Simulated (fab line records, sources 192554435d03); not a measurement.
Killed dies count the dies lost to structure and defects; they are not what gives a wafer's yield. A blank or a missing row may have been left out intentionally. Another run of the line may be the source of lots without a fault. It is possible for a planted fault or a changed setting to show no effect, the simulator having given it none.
fab line records	flow n5Finfet
record: lots: 24	wafers: 72	lastDay: 17
route steps=1938 shown BEOL_M1@775
lots with no fault: from the same line, run without faults
startH: the number of hours between the record's first day and the start of the first shown wafer of the lot	waitH: hours since the lot's step before	" same as the row above	L1.1+2: a single row standing in for several wafers	- no value, or no start was given	* or withheld: withheld	< > ~ a bound
route shown NAME@n: names a module that has steps shown in the file, with the first one's number in the route	usual: the fault-free wafers' mean and standard deviation	same: alike in all rows	chamber/n: place in a boat	sites: per-site readings	_std_site: standard deviation of those values	_edge_site: mean of outer sites minus mean of inner sites	radiusMm: how far each site lies from the wafer's centre	mask NAME#n: copy n	behind: the tool/chamber that last shaped the wafer	hold: why the lot was held/for how many hours/how that ended	device: which transistor (n, p or np) failed to switch	end of line: at the end of the route, the tests of the same wafers	a step given without rows: its recipe and nothing more	killed: count of dies lost to structure and defects at first sort (not the wafer's yield)	map: the dies of a wafer, with x for killed, . for not killed, _ for no die there
set.NAME: the setting the step ran with; set.NAME@STEP: the setting that earlier step ran with	model.NAME: the simulator's own value behind a step, which no gauge read
one table for each step of the route and one row for each wafer, over a sample of lots
services: the hour from which a tool's chamber was out of use, counted from the record's first day as startH (under 0 if before that day), plus the number of hours and why
== steps ==
step: N5_BEOL_M1_STRIP_19
recipe: chemistry: O2	powerW: 400	tempC: 40	pressureMtorr: 30	rfFrequencyHz: 6e+07	biasPowerW: 0	overashFraction: 0.2	o2FlowSccm: 225
usual: drypumpMotorCurrentA: 5.8/0.42	oesProductAu: 0.78/0.076	rfVppV: 3.6/0.53	showerheadPlenumPTorr: 2.08/0.056	tempC: 39.98/0.11	throttleValvePct: 16.70/0.26
same: biasPowerW: 0
lot.wafer	tool	chamber	startH	waitH	drypumpMotorCurrentA	oesProductAu	rfHoursCounterH	rfVppV	showerheadPlenumPTorr	tempC	throttleValvePct
L074.1	rieDiel-02	3	130.07	0.2	6.3	0.86	53	3.8	2.12	39.79	16.58
L074.3	"	2	"	"	6.0	0.75	144	4.4	2.17	40.00	16.86
L074.6	"	3	"	"	6.3	0.86	-	3.4	2.12	39.77	16.59
L075.1	rieDiel-02	0	133.69	0.1	5.1	0.89	28	3.7	2.04	40.08	16.48
L075.3	"	2	"	"	6.0	0.74	145	4.3	2.17	40.04	16.86
L075.4	"	3	"	"	6.3	0.87	-	3.8	2.12	39.95	16.59
L076.1	rieDiel-01	2	139.70	0.3	5.9	0.79	143	3.5	2.12	39.86	16.79
L076.4	"	2	"	"	5.8	0.80	-	3.3	2.12	39.91	16.79
L076.6	"	1	"	"	5.4	0.76	-	3.4	1.99	39.94	16.40
L078.2	rieDiel-06	3	145.66	0.1	5.2	0.73	194	4.0	2.16	39.96	16.87
L078.3	"	1	"	"	5.5	0.75	153	4.6	2.10	39.88	16.33
L078.6	"	0	"	"	5.6	0.70	-	3.4	2.08	40.07	17.23
L077.2	rieDiel-02	0	149.96	0.1	5.0	0.88	35	3.7	2.04	39.97	16.51
L077.5	"	0	"	"	5.0	0.88	-	3.5	2.04	39.81	16.50
L077.6	"	2	"	"	6.0	0.73	-	3.9	2.17	40.06	16.85
L079.3	rieDiel-02	0	156.12	0.1	5.0	0.88	38	4.1	2.04	40.05	16.51
L079.5	"	1	"	"	5.8	0.70	-	2.4	2.05	39.71	17.11
L079.6	"	2	"	"	6.0	0.74	-	3.1	2.17	40.06	16.84
L080.2	rieDiel-06	1	156.67	0.3	5.5	0.74	156	3.8	2.10	40.09	16.34
L080.3	"	3	"	"	5.3	0.74	197	3.1	2.16	39.90	16.88
L080.4	"	0	"	"	5.7	0.69	246	3.5	2.08	39.97	17.26
L081.3	rieDiel-06	0	165.68	0.1	5.6	0.69	249	3.7	2.08	39.88	17.26
L081.4	"	2	"	"	6.2	0.73	186	4.0	2.09	39.93	17.08
L081.5	"	1	"	"	5.5	0.74	-	3.4	2.10	39.87	16.32
L082.2	rieDiel-02	2	170.69	0.1	6.0	0.73	160	3.6	2.17	40.26	16.88
L082.4	"	1	"	"	5.8	0.70	238	3.2	2.05	40.01	17.13
L082.5	"	2	"	"	6.0	0.73	-	3.8	2.17	40.00	16.87
L083.1	rieDiel-01	1	173.31	0.1	5.4	0.74	167	3.5	1.98	40.01	16.41
L083.2	"	3	"	"	6.2	0.75	147	3.2	2.03	39.79	16.70
L083.4	"	2	"	"	5.8	0.78	-	3.7	2.11	40.01	16.81
L084.1	rieDiel-02	2	182.32	0.1	6.0	0.72	164	2.7	2.16	40.05	16.90
L084.2	"	0	"	"	5.0	0.88	46	3.5	2.04	40.30	16.54
L084.3	"	1	"	"	5.8	0.70	242	3.8	2.04	40.06	17.13
L085.1	rieDiel-06	2	187.02	0.1	6.2	0.72	192	4.0	2.09	40.05	17.10
L085.3	"	3	"	"	5.3	0.72	206	2.9	2.16	40.02	16.88
L085.4	"	1	"	"	5.5	0.73	-	3.7	2.10	40.13	16.34
L086.1	rieDiel-01	1	196.92	0.1	5.4	0.75	175	3.5	1.98	39.90	16.43
L086.2	"	3	"	"	6.2	0.75	155	3.3	2.03	40.04	16.73
L086.4	"	0	"	"	6.4	0.96	8	3.5	2.06	39.75	16.26
L087.2	rieDiel-01	3	203.20	0.1	6.2	0.76	157	4.2	2.03	39.81	16.71
L087.4	"	1	"	"	5.5	0.74	176	2.8	1.98	39.94	16.46
L087.6	"	1	"	"	5.5	0.75	-	3.4	1.98	40.05	16.42
L089.1	rieDiel-06	1	210.83	0.1	5.5	0.73	171	4.0	2.10	39.88	16.36
L089.3	"	0	"	"	5.6	0.95	4	4.2	2.08	40.09	16.78
L089.6	"	1	"	"	5.5	0.73	-	3.4	2.10	39.95	16.36
L088.1	rieDiel-01	1	213.84	0.2	5.4	0.74	179	3.9	1.98	40.04	16.44
L088.3	"	2	"	"	5.9	0.77	169	3.8	2.11	39.93	16.83
L088.4	"	3	"	"	6.2	0.75	159	3.1	2.03	40.01	16.72
L090.2	rieDiel-01	1	222.63	0.1	5.4	0.74	182	3.5	1.98	39.94	16.45
L090.4	"	0	"	"	6.3	0.94	16	4.1	2.05	40.05	16.26
L090.5	"	2	"	"	5.9	0.78	-	4.1	2.11	40.04	16.84
L091.1	rieDiel-01	1	225.29	0.2	5.4	0.74	183	3.4	1.98	39.95	16.45
L091.4	"	2	"	"	5.9	0.77	173	3.3	2.11	40.02	16.84
L091.6	"	1	"	"	5.4	0.73	-	3.9	1.98	40.04	16.47
L092.1	rieDiel-02	1	234.52	0.1	5.8	1.01	2	3.6	2.04	39.91	16.71
L092.4	"	0	"	"	5.0	0.84	64	3.2	2.03	39.92	16.56
L092.5	"	0	"	"	5.0	0.83	-	4.6	2.03	39.93	16.56
L093.3	rieDiel-06	2	240.68	0.1	6.2	0.71	208	4.0	2.09	40.06	17.10
L093.4	"	0	"	"	5.6	0.92	13	3.1	2.08	39.96	16.77
L093.5	"	3	"	"	5.2	0.72	-	3.6	2.15	40.00	16.92
L094.1	rieDiel-01	0	250.31	0.2	6.3	0.91	27	4.1	2.05	39.91	16.29
L094.2	"	3	"	"	6.2	0.75	166	4.9	2.02	39.98	16.73
L094.5	"	1	"	"	5.4	0.73	-	3.6	1.98	39.94	16.46
L095.2	rieDiel-01	2	254.44	0.2	5.8	0.76	183	4.5	2.10	39.82	16.87
L095.3	"	1	"	"	5.5	0.73	193	4.0	1.98	40.00	16.46
L095.4	"	3	"	"	6.2	0.74	167	3.5	2.02	40.01	16.73
L096.1	rieDiel-06	3	259.23	0.1	5.2	0.71	227	2.9	2.15	40.12	16.93
L096.4	"	0	"	"	5.6	0.91	19	3.5	2.08	39.87	16.79
L096.5	"	0	"	"	5.6	0.90	-	3.4	2.08	40.03	16.81
L097.2	rieDiel-01	3	264.68	0.1	6.2	0.74	170	4.4	2.02	39.98	16.73
L097.3	"	1	"	"	5.5	0.73	197	3.3	1.97	39.96	16.48
L097.4	"	0	"	"	6.4	0.91	31	3.3	2.05	39.93	16.31
step: N5_BEOL_M1_STRIP_36
recipe: chemistry: N2/H2	powerW: 450	tempC: 40	pressureMtorr: 20	rfFrequencyHz: 6e+07	overashFraction: 0.3	biasPowerW: 7	h2Frac: 0.5	n2FlowSccm: 200	h2FlowSccm: 200
usual: biasPowerW: 7.002/0.021	drypumpMotorCurrentA: 5.8/0.44	oesProductAu: 0.79/0.087	rfVppV: 59.0/1.5	showerheadPlenumPTorr: 2.52/0.069	tempC: 39.98/0.11	throttleValvePct: 23.7/0.35
lot.wafer	tool	chamber	startH	waitH	biasPowerW	drypumpMotorCurrentA	oesProductAu	rfHoursCounterH	rfVppV	showerheadPlenumPTorr	tempC	throttleValvePct
L074.1	rieDiel-02	2	134.54	0.0	6.999	6.0	0.73	146	57.7	2.64	40.09	23.7
L074.3	"	0	"	"	7.007	5.1	0.89	28	58.9	2.48	40.02	23.6
L074.6	"	2	"	"	7.008	6.0	0.73	-	55.3	2.64	40.03	23.7
L075.1	rieDiel-02	3	145.11	0.0	7.010	6.3	0.86	59	59.3	2.57	40.02	23.8
L075.3	"	0	"	"	7.020	5.0	0.89	33	58.8	2.47	40.02	23.6
L075.4	"	3	"	"	7.023	6.3	0.86	-	58.2	2.57	39.98	23.8
L076.1	rieDiel-02	0	150.87	0.0	6.981	5.0	0.88	36	60.9	2.47	40.04	23.6
L076.4	"	2	"	"	6.998	6.1	0.74	-	58.5	2.64	40.01	23.7
L076.6	"	0	"	"	6.968	5.0	0.88	-	58.4	2.47	40.03	23.6
L078.2	rieDiel-06	3	151.03	0.0	7.032	5.2	0.74	195	59.3	2.63	39.90	24.0
L078.3	"	2	"	"	7.034	6.2	0.72	182	61.0	2.51	40.03	23.9
L078.6	"	0	"	"	7.050	5.6	0.69	-	58.4	2.48	40.02	23.8
L077.2	rieDiel-01	2	161.13	0.0	6.977	5.8	0.78	153	60.0	2.55	39.92	24.0
L077.5	"	3	"	"	7.004	6.2	0.76	-	59.0	2.43	39.97	23.4
L077.6	"	2	"	"	6.995	5.9	0.78	-	60.3	2.55	39.85	24.1
L079.3	rieDiel-06	2	161.14	0.0	6.975	6.2	0.72	185	55.4	2.51	40.03	23.9
L079.5	"	3	"	"	7.018	5.2	0.74	-	58.4	2.63	39.89	23.9
L079.6	"	2	"	"	6.980	6.2	0.73	-	59.7	2.51	40.12	23.9
L080.2	rieDiel-06	2	164.48	0.0	6.992	6.2	0.73	186	61.6	2.51	39.79	23.9
L080.3	"	3	"	"	7.012	5.2	0.73	199	55.7	2.63	40.00	23.9
L080.4	"	1	"	"	7.015	5.5	0.75	158	62.3	2.54	40.08	23.1
L081.3	rieDiel-02	3	177.65	0.0	6.982	6.4	0.83	71	60.9	2.57	39.97	23.9
L081.4	"	2	"	"	7.041	6.0	0.73	162	57.7	2.63	39.96	23.7
L081.5	"	3	"	"	7.012	6.4	0.84	-	59.5	2.57	39.95	23.8
L082.2	rieDiel-01	1	182.52	0.0	7.007	5.4	0.75	170	62.2	2.42	39.88	23.2
L082.4	"	2	"	"	7.021	5.9	0.78	162	61.1	2.55	40.13	24.0
L082.5	"	2	"	"	7.006	5.9	0.78	-	57.1	2.55	40.09	24.1
L083.1	rieDiel-06	3	196.23	0.0	6.969	5.2	0.72	208	58.3	2.62	40.02	24.0
L083.2	"	0	"	"	6.968	5.6	0.99	0	58.6	2.48	39.85	23.5
L083.4	"	2	"	"	7.013	6.3	0.72	195	56.8	2.50	39.92	23.9
L084.1	rieDiel-01	2	196.50	0.0	6.997	5.8	0.77	165	59.4	2.55	40.15	24.0
L084.2	"	3	"	"	7.048	6.2	0.74	155	60.1	2.43	39.97	23.4
L084.3	"	1	"	"	6.993	5.5	0.75	175	59.0	2.41	40.19	23.2
L085.1	rieDiel-02	2	198.95	0.0	6.973	6.0	0.71	169	60.4	2.63	40.05	23.7
L085.3	"	3	"	"	7.008	6.3	0.82	78	59.0	2.57	39.95	23.9
L085.4	"	0	"	"	7.022	5.0	0.87	51	60.6	2.47	39.98	23.6
L086.1	rieDiel-02	2	205.68	0.0	6.945	6.0	0.71	172	58.4	2.63	40.01	23.7
L086.2	"	1	"	"	7.004	5.8	0.70	249	60.5	2.50	39.83	24.3
L086.4	"	3	"	"	6.989	6.3	0.83	80	58.3	2.57	39.75	23.8
L087.2	rieDiel-01	0	216.02	0.0	6.977	6.4	0.93	14	60.1	2.47	39.98	23.1
L087.4	"	2	"	"	7.024	5.8	0.77	170	57.1	2.55	39.95	24.1
L087.6	"	1	"	"	7.027	5.5	0.74	-	57.0	2.41	40.06	23.2
L089.1	rieDiel-02	0	216.14	0.0	7.023	5.0	0.85	58	60.0	2.46	40.06	23.6
L089.3	"	2	"	"	6.991	6.0	0.72	176	58.1	2.63	39.69	23.7
L089.6	"	3	"	"	7.020	6.3	0.84	-	60.6	2.56	39.88	23.9
L088.1	rieDiel-02	0	223.45	0.0	6.995	5.0	0.84	61	60.1	2.46	39.95	23.6
L088.3	"	3	"	"	6.977	6.3	0.82	88	58.1	2.56	40.03	23.9
L088.4	"	3	"	"	7.031	6.3	0.82	-	58.8	2.56	40.05	23.9
L090.2	rieDiel-02	2	232.39	0.0	7.002	6.0	0.71	182	58.4	2.62	40.10	23.7
L090.4	"	3	"	"	7.007	6.3	0.82	90	58.8	2.56	40.11	23.9
L090.5	"	1	"	"	6.982	5.8	1.01	-	57.6	2.50	39.79	24.1
L091.1	rieDiel-01	1	239.07	0.0	6.980	5.5	0.73	189	58.6	2.41	39.94	23.2
L091.4	"	0	"	"	7.007	6.3	0.92	-	58.9	2.47	40.12	23.1
L091.6	"	2	"	"	7.000	5.9	0.76	-	58.6	2.54	40.16	24.1
L092.1	rieDiel-06	0	244.66	0.0	7.013	5.6	0.91	14	56.7	2.47	39.74	23.5
L092.4	"	3	"	"	7.020	5.2	0.71	222	58.1	2.62	39.83	24.0
L092.5	"	3	"	"	7.003	5.2	0.71	-	58.7	2.62	39.88	24.0
L093.3	rieDiel-02	3	244.70	0.0	7.027	6.3	0.82	94	59.5	2.56	40.15	23.9
L093.4	"	1	"	"	7.007	5.8	1.00	-	56.8	2.50	40.06	24.1
L093.5	"	2	"	"	7.045	6.0	0.71	-	59.5	2.62	40.04	23.7
L094.1	rieDiel-06	3	258.68	0.0	6.987	5.3	0.71	227	61.5	2.61	39.89	24.0
L094.2	"	0	"	"	6.954	5.6	0.90	18	59.5	2.47	39.88	23.5
L094.5	"	2	"	"	6.975	6.2	0.70	-	59.4	2.50	40.25	24.0
L095.2	rieDiel-02	0	262.14	0.0	7.005	5.0	0.84	68	59.6	2.46	39.84	23.6
L095.3	"	3	"	"	6.977	6.3	0.81	100	58.7	2.56	39.96	23.9
L095.4	"	1	"	"	7.027	5.8	0.96	11	59.8	2.49	40.14	24.1
L096.1	rieDiel-01	3	263.84	0.0	6.998	6.2	0.75	170	55.9	2.42	40.07	23.4
L096.4	"	0	"	"	6.999	6.3	0.89	31	56.9	2.47	39.95	23.1
L096.5	"	0	"	"	6.996	6.3	0.88	-	59.1	2.47	39.99	23.1
L097.2	rieDiel-01	1	272.06	0.0	7.029	5.4	0.73	199	60.7	2.40	40.02	23.2
L097.3	"	2	"	"	7.037	5.8	0.76	188	57.8	2.54	39.92	24.1
L097.4	"	3	"	"	7.008	6.2	0.75	172	59.5	2.42	39.98	23.4
step: N5_BEOL_M1_ANNEAL_87
recipe: tempC: 400	timeS: 240	ambient: vacuum
usual: heaterPowerW: 813/98	susceptorTempC: 399.98/0.21
lot.wafer	tool	chamber	startH	waitH	heaterPowerW	susceptorTempC
L074.1	pvdSputter-01	-	138.54	0.0	913	400.16
L074.3	"	-	"	"	788	399.75
L074.6	"	-	"	"	888	400.02
L075.1	pvdSputter-01	-	147.34	0.0	1000	399.79
L075.3	"	-	"	"	785	400.16
L075.4	"	-	"	"	738	399.90
L076.1	pvdSputter-01	-	152.84	0.0	1006	400.13
L076.4	"	-	"	"	747	400.00
L076.6	"	-	"	"	931	399.74
L078.2	pvdSputter-02	-	153.67	0.0	821	400.13
L078.3	"	-	"	"	683	399.86
L078.6	"	-	"	"	749	400.01
L077.2	pvdSputter-03	-	163.29	0.0	754	400.01
L077.5	"	-	"	"	721	399.80
L077.6	"	-	"	"	794	400.12
L079.3	pvdSputter-02	-	163.59	0.0	748	399.96
L079.5	"	-	"	"	827	399.79
L079.6	"	-	"	"	762	400.11
L080.2	pvdSputter-03	-	166.43	0.0	748	399.97
L080.3	"	-	"	"	769	399.74
L080.4	"	-	"	"	742	400.14
L081.3	pvdSputter-03	-	179.71	0.0	749	400.14
L081.4	"	-	"	"	770	399.80
L081.5	"	-	"	"	760	400.06
L082.2	pvdSputter-02	-	185.67	0.0	852	400.24
L082.4	"	-	"	"	684	400.02
L082.5	"	-	"	"	949	400.04
L083.1	pvdSputter-02	-	198.04	0.0	950	400.15
L083.2	"	-	"	"	685	399.67
L083.4	"	-	"	"	749	399.96
L084.1	pvdSputter-03	-	199.70	0.0	789	399.85
L084.2	"	-	"	"	750	399.97
L084.3	"	-	"	"	749	400.06
L085.1	pvdSputter-02	-	201.20	0.0	801	399.84
L085.3	"	-	"	"	973	399.88
L085.4	"	-	"	"	760	399.94
L086.1	pvdSputter-01	-	208.17	0.0	709	400.33
L086.2	"	-	"	"	921	400.35
L086.4	"	-	"	"	1016	399.63
L087.2	pvdSputter-01	-	218.07	0.0	903	399.85
L087.4	"	-	"	"	1023	400.18
L087.6	"	-	"	"	923	400.07
L089.1	pvdSputter-03	-	218.98	0.0	770	399.71
L089.3	"	-	"	"	749	400.14
L089.6	"	-	"	"	774	399.98
L088.1	pvdSputter-02	-	225.59	0.0	689	399.79
L088.3	"	-	"	"	754	399.91
L088.4	"	-	"	"	956	399.73
L090.2	pvdSputter-01	-	234.54	0.0	1028	400.10
L090.4	"	-	"	"	910	400.14
L090.5	"	-	"	"	785	399.77
L091.1	pvdSputter-02	-	241.67	0.0	680	400.08
L091.4	"	-	"	"	758	400.14
L091.6	"	-	"	"	766	400.04
L092.1	pvdSputter-03	-	246.87	0.0	718	400.21
L092.4	"	-	"	"	758	399.67
L092.5	"	-	"	"	719	400.04
L093.3	pvdSputter-02	-	248.57	0.0	761	400.08
L093.4	"	-	"	"	675	399.67
L093.5	"	-	"	"	834	399.48
L094.1	pvdSputter-01	-	260.58	0.0	914	400.15
L094.2	"	-	"	"	985	399.93
L094.5	"	-	"	"	1024	399.95
L095.2	pvdSputter-03	-	264.81	0.0	762	400.21
L095.3	"	-	"	"	779	399.84
L095.4	"	-	"	"	754	400.36
L096.1	pvdSputter-01	-	267.52	0.0	789	399.54
L096.4	"	-	"	"	985	400.00
L096.5	"	-	"	"	1003	399.89
L097.2	pvdSputter-01	-	274.91	0.0	991	399.86
L097.3	"	-	"	"	931	400.09
L097.4	"	-	"	"	736	399.73
step: N5_BEOL_M1_ANNEAL_89
recipe: tempC: 400	timeS: 240	ambient: vacuum
usual: heaterPowerW: 811/96	susceptorTempC: 399.98/0.22
lot.wafer	tool	chamber	startH	waitH	heaterPowerW	susceptorTempC
L074.1	pvdSputter-01	-	138.76	0.0	904	399.71
L074.3	"	-	"	"	794	399.64
L074.6	"	-	"	"	857	399.78
L075.1	pvdSputter-01	-	147.56	0.0	1005	399.95
L075.3	"	-	"	"	776	400.02
L075.4	"	-	"	"	723	400.20
L076.1	pvdSputter-01	-	153.06	0.0	1005	400.36
L076.4	"	-	"	"	722	400.30
L076.6	"	-	"	"	888	399.77
L078.2	pvdSputter-02	-	153.89	0.0	824	399.79
L078.3	"	-	"	"	695	399.99
L078.6	"	-	"	"	751	400.10
L077.2	pvdSputter-03	-	163.51	0.0	751	400.11
L077.5	"	-	"	"	722	399.89
L077.6	"	-	"	"	778	399.78
L079.3	pvdSputter-02	-	163.81	0.0	760	400.12
L079.5	"	-	"	"	807	399.74
L079.6	"	-	"	"	741	399.85
L080.2	pvdSputter-03	-	166.65	0.0	749	399.90
L080.3	"	-	"	"	764	400.05
L080.4	"	-	"	"	737	400.06
L081.3	pvdSputter-03	-	179.93	0.0	760	400.03
L081.4	"	-	"	"	770	399.71
L081.5	"	-	"	"	763	399.85
L082.2	pvdSputter-02	-	185.89	0.0	827	399.88
L082.4	"	-	"	"	685	400.07
L082.5	"	-	"	"	965	399.91
L083.1	pvdSputter-02	-	198.26	0.0	960	399.95
L083.2	"	-	"	"	680	399.83
L083.4	"	-	"	"	773	399.46
L084.1	pvdSputter-03	-	199.92	0.0	786	399.99
L084.2	"	-	"	"	754	400.31
L084.3	"	-	"	"	748	400.01
L085.1	pvdSputter-02	-	201.42	0.0	845	399.40
L085.3	"	-	"	"	937	400.31
L085.4	"	-	"	"	740	399.84
L086.1	pvdSputter-01	-	208.39	0.0	741	399.72
L086.2	"	-	"	"	897	400.00
L086.4	"	-	"	"	992	400.12
L087.2	pvdSputter-01	-	218.29	0.0	896	399.74
L087.4	"	-	"	"	1015	399.94
L087.6	"	-	"	"	890	399.93
L089.1	pvdSputter-03	-	219.20	0.0	740	400.20
L089.3	"	-	"	"	760	399.90
L089.6	"	-	"	"	753	400.09
L088.1	pvdSputter-02	-	225.81	0.0	682	400.29
L088.3	"	-	"	"	752	400.14
L088.4	"	-	"	"	958	400.31
L090.2	pvdSputter-01	-	234.76	0.0	1047	399.75
L090.4	"	-	"	"	890	399.79
L090.5	"	-	"	"	788	400.06
L091.1	pvdSputter-02	-	241.89	0.0	678	400.26
L091.4	"	-	"	"	758	399.59
L091.6	"	-	"	"	744	399.70
L092.1	pvdSputter-03	-	247.09	0.0	735	399.88
L092.4	"	-	"	"	727	400.05
L092.5	"	-	"	"	721	400.23
L093.3	pvdSputter-02	-	248.79	0.0	761	400.50
L093.4	"	-	"	"	693	399.90
L093.5	"	-	"	"	824	400.01
L094.1	pvdSputter-01	-	260.80	0.0	871	400.28
L094.2	"	-	"	"	987	400.25
L094.5	"	-	"	"	1006	400.07
L095.2	pvdSputter-03	-	265.03	0.0	744	399.78
L095.3	"	-	"	"	768	400.03
L095.4	"	-	"	"	753	399.95
L096.1	pvdSputter-01	-	267.74	0.0	791	399.89
L096.4	"	-	"	"	1016	400.11
L096.5	"	-	"	"	995	400.01
L097.2	pvdSputter-01	-	275.13	0.0	1025	399.97
L097.3	"	-	"	"	886	399.91
L097.4	"	-	"	"	715	400.18
step: N5_BEOL_M1_ANNEAL_51
recipe: tempC: 225	timeS: 90	ambient: N2
usual: wafer_temp_C_max: 226.05/0.24
lot.wafer	tool	chamber	startH	waitH	wafer_temp_C_max
L074.1	rtpAnneal-01	0	139.75	0.1	226.04
L074.3	"	0	"	"	225.84
L074.6	"	0	"	"	226.23
L075.1	rtpAnneal-02	0	148.55	0.1	226.88
L075.3	"	0	"	"	226.06
L075.4	"	0	"	"	226.23
L076.1	rtpAnneal-02	0	154.05	0.1	225.87
L076.4	"	0	"	"	225.93
L076.6	"	0	"	"	225.74
L078.2	rtpAnneal-01	0	154.95	0.1	225.87
L078.3	"	0	"	"	226.13
L078.6	"	0	"	"	225.96
L077.2	rtpAnneal-01	0	164.55	0.1	225.99
L077.5	"	0	"	"	225.61
L077.6	"	0	"	"	225.85
L079.3	rtpAnneal-02	0	164.89	0.1	225.86
L079.5	"	0	"	"	225.77
L079.6	"	0	"	"	226.11
L080.2	rtpAnneal-01	0	167.90	0.3	226.03
L080.3	"	0	"	"	226.19
L080.4	"	0	"	"	225.90
L081.3	rtpAnneal-01	0	181.01	0.1	226.30
L081.4	"	0	"	"	226.52
L081.5	"	0	"	"	226.17
L082.2	rtpAnneal-02	0	187.07	0.2	226.21
L082.4	"	0	"	"	226.14
L082.5	"	0	"	"	225.87
L083.1	rtpAnneal-01	0	199.25	0.1	226.02
L083.2	"	0	"	"	225.89
L083.4	"	0	"	"	225.82
L084.1	rtpAnneal-02	0	200.91	0.1	225.83
L084.2	"	0	"	"	226.10
L084.3	"	0	"	"	226.33
L085.1	rtpAnneal-01	0	202.42	0.1	226.04
L085.3	"	0	"	"	226.39
L085.4	"	0	"	"	226.05
L086.1	rtpAnneal-02	0	209.40	0.1	225.81
L086.2	"	0	"	"	226.22
L086.4	"	0	"	"	225.78
L087.2	rtpAnneal-02	0	219.33	0.1	225.89
L087.4	"	0	"	"	226.44
L087.6	"	0	"	"	226.35
L089.1	rtpAnneal-01	0	220.26	0.1	226.00
L089.3	"	0	"	"	225.89
L089.6	"	0	"	"	225.73
L088.1	rtpAnneal-02	0	226.81	0.1	226.09
L088.3	"	0	"	"	225.96
L088.4	"	0	"	"	226.34
L090.2	rtpAnneal-02	0	235.80	0.1	226.13
L090.4	"	0	"	"	226.71
L090.5	"	0	"	"	225.91
L091.1	rtpAnneal-01	0	242.89	0.1	226.38
L091.4	"	0	"	"	225.73
L091.6	"	0	"	"	226.39
L092.1	rtpAnneal-02	0	248.18	0.2	225.89
L092.4	"	0	"	"	225.98
L092.5	"	0	"	"	225.58
L093.3	rtpAnneal-01	0	249.88	0.1	226.00
L093.4	"	0	"	"	226.29
L093.5	"	0	"	"	225.92
L094.1	rtpAnneal-01	0	261.80	0.1	226.07
L094.2	"	0	"	"	226.19
L094.5	"	0	"	"	225.71
L095.2	rtpAnneal-01	0	266.07	0.1	226.08
L095.3	"	0	"	"	226.30
L095.4	"	0	"	"	225.94
L096.1	rtpAnneal-01	0	269.40	0.7	226.67
L096.4	"	0	"	"	225.98
L096.5	"	0	"	"	226.09
L097.2	rtpAnneal-02	0	276.18	0.1	225.99
L097.3	"	0	"	"	226.25
L097.4	"	0	"	"	226.22
step: N5_BEOL_M1_INSPECT_59
recipe: inspectInstrument: darkfield	mode: postDep
usual: rawDefectCount: 75/27
lot.wafer	tool	chamber	startH	waitH	rawDefectCount
L074.1	defectInspect-02	-	140.63	0.0	96
L074.3	"	-	"	"	141
L074.6	"	-	"	"	57
L075.1	defectInspect-02	-	149.43	0.0	50
L075.3	"	-	"	"	156
L075.4	"	-	"	"	102
L076.1	defectInspect-02	-	154.93	0.0	62
L076.4	"	-	"	"	61
L076.6	"	-	"	"	114
L078.2	defectInspect-01	-	155.78	0.0	73
L078.3	"	-	"	"	66
L078.6	"	-	"	"	76
L077.2	defectInspect-02	-	165.38	0.0	83
L077.5	"	-	"	"	76
L077.6	"	-	"	"	117
L079.3	defectInspect-01	-	165.68	0.0	165
L079.5	"	-	"	"	79
L079.6	"	-	"	"	127
L080.2	defectInspect-02	-	168.73	0.0	86
L080.3	"	-	"	"	54
L080.4	"	-	"	"	60
L081.3	defectInspect-01	-	181.80	0.0	66
L081.4	"	-	"	"	43
L081.5	"	-	"	"	67
L082.2	defectInspect-01	-	187.97	0.0	65
L082.4	"	-	"	"	62
L082.5	"	-	"	"	69
L083.1	defectInspect-02	-	200.47	0.0	65
L083.2	"	-	"	"	100
L083.4	"	-	"	"	62
L084.1	defectInspect-01	-	201.88	0.0	56
L084.2	"	-	"	"	66
L084.3	"	-	"	"	36
L085.1	defectInspect-02	-	203.30	0.0	148
L085.3	"	-	"	"	86
L085.4	"	-	"	"	96
L086.1	defectInspect-02	-	210.31	0.0	70
L086.2	"	-	"	"	68
L086.4	"	-	"	"	44
L087.2	defectInspect-01	-	220.20	0.0	39
L087.4	"	-	"	"	40
L087.6	"	-	"	"	43
L089.1	defectInspect-01	-	221.15	0.0	36
L089.3	"	-	"	"	61
L089.6	"	-	"	"	41
L088.1	defectInspect-02	-	228.00	0.0	97
L088.3	"	-	"	"	76
L088.4	"	-	"	"	64
L090.2	defectInspect-02	-	236.66	0.0	68
L090.4	"	-	"	"	108
L090.5	"	-	"	"	79
L091.1	defectInspect-01	-	243.77	0.0	83
L091.4	"	-	"	"	160
L091.6	"	-	"	"	66
L092.1	defectInspect-01	-	249.25	0.0	56
L092.4	"	-	"	"	77
L092.5	"	-	"	"	82
L093.3	defectInspect-01	-	250.67	0.0	70
L093.4	"	-	"	"	50
L093.5	"	-	"	"	66
L094.1	defectInspect-01	-	262.67	0.0	24
L094.2	"	-	"	"	58
L094.5	"	-	"	"	52
L095.2	defectInspect-02	-	267.58	0.0	62
L095.3	"	-	"	"	40
L095.4	"	-	"	"	50
L096.1	defectInspect-02	-	270.30	0.0	67
L096.4	"	-	"	"	59
L096.5	"	-	"	"	100
L097.2	defectInspect-02	-	277.10	0.0	90
L097.3	"	-	"	"	59
L097.4	"	-	"	"	75
== services ==
tool	chamber	startH	hours	kind
rieDiel-02	-	113.36	0.2	repair
rieDiel-01	0	117.13	8.1	repair
rieDiel-02	1	122.10	29.3	repair
rieDiel-01	0	125.25	-	clean
rieDiel-01	0	125.25	-	consumableReplace:focusRing
rieDiel-01	0	125.25	36.8	scheduledDown
rieDiel-01	0	125.25	36.8	ventCycle
rieDiel-06	3	134.11	4.1	repair
pvdSputter-03	-	152.30	1.4	repair
rieDiel-06	0	170.31	-	clean
rieDiel-06	0	170.31	-	consumableReplace:focusRing
rieDiel-06	0	170.31	24.4	scheduledDown
rieDiel-06	0	170.31	24.4	ventCycle
rieDiel-06	-	176.96	1.2	repair
rtpAnneal-01	-	190.38	1.0	pm
rieDiel-06	2	204.70	3.3	repair
rieDiel-02	1	208.27	-	clean
rieDiel-02	1	208.27	-	consumableReplace:focusRing
rieDiel-02	1	208.27	17.2	scheduledDown
rieDiel-02	1	208.27	17.2	ventCycle
rtpAnneal-02	-	238.78	2.8	pm
rieDiel-02	0	242.88	8.6	repair
rieDiel-06	-	246.07	0.3	repair
== key ==
fault none
